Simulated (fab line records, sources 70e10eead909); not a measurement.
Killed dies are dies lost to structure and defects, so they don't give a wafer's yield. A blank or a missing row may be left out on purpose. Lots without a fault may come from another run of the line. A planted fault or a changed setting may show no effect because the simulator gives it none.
One fault seen from 2 desks | flow nand_harc | each desk has only its own numbers; what lay behind them comes last

THE TOOL OWNER'S DESK: har_etch-01
The tool's own readings at NHARC_A_CHANNEL_HOLE_D2_ETCH_22 (etches the open film in C4F8/O2/Ar, time 666.7 s, target depth 1600 nm): means of the sampled wafers that have a number, for each lot that ran on this tool. A lot is out of limits, marked OUT, if its mean lies more than 4 standard deviations from the usual mean; the brackets give that distance.
Columns: A = drypump_motor_current_A at NHARC_A_CHANNEL_HOLE_D2_ETCH_22, usual 5.82 A; B = showerhead_plenum_p_Torr at NHARC_A_CHANNEL_HOLE_D2_ETCH_22, usual 3.70 Torr; C = throttle_valve_pct at NHARC_A_CHANNEL_HOLE_D2_ETCH_22, usual 32.154 %
lot  | first seen here | A    | B    | C
L620 | day 13 17:22    | 5.70 | 3.68 | 32.154
L621 | day 14 01:32    | 5.78 | 3.66 | 32.144
L630 | day 18 04:11    | 5.79 | 3.63 | 32.154
L629 | day 18 08:09    | 5.72 | 3.65 | 32.148
L631 | day 18 20:31    | 5.73 | 3.64 | 32.151
L632 | day 19 00:35    | 5.72 | 3.64 | 32.162
L640 | day 21 08:16    | 5.72 | 3.62 | 32.148
L642 | day 22 14:32    | 5.72 | 3.61 | 32.154
This desk's finding: nothing out of limits on any of the 8 lots.

THE METROLOGY DESK
What the gauges read, lot by lot, whatever tool the lot ran on: means of the sampled wafers that have a number. A lot is out of limits, marked OUT, if its mean lies more than 4 standard deviations from the usual mean; the brackets give that distance.
Columns: A = overlay_x_nm at NHARC_A_CHANNEL_HOLE_D2_OVL_MEAS_11, usual -0.1 nm; B = overlay_y_nm at NHARC_A_CHANNEL_HOLE_D2_OVL_MEAS_11, usual 0.4 nm
lot  | first seen here | A    | B
L620 | day 13 05:13    | -1.1 | -0.2
L621 | day 13 11:11    | 0.2  | -1.9
L623 | day 14 09:19    | -1.5 | -0.3
L627 | day 17 10:19    | 0.2  | 0.7
L630 | day 17 21:26    | 0.3  | 1.8
L629 | day 17 21:52    | 0.8  | -1.0
L631 | day 18 02:25    | -0.3 | 0.1
L632 | day 18 06:05    | -0.3 | -0.4
L640 | day 21 06:07    | 0.1  | 0.8
L641 | day 22 10:26    | -1.0 | 0.1
L642 | day 22 12:13    | 1.2  | 1.9
This desk's finding: nothing out of limits on any of the 11 lots.

PUT TOGETHER
The tool owner's desk saw nothing out of limits.
The metrology desk saw nothing out of limits.

WHAT THE SIMULATOR HAD PUT IN
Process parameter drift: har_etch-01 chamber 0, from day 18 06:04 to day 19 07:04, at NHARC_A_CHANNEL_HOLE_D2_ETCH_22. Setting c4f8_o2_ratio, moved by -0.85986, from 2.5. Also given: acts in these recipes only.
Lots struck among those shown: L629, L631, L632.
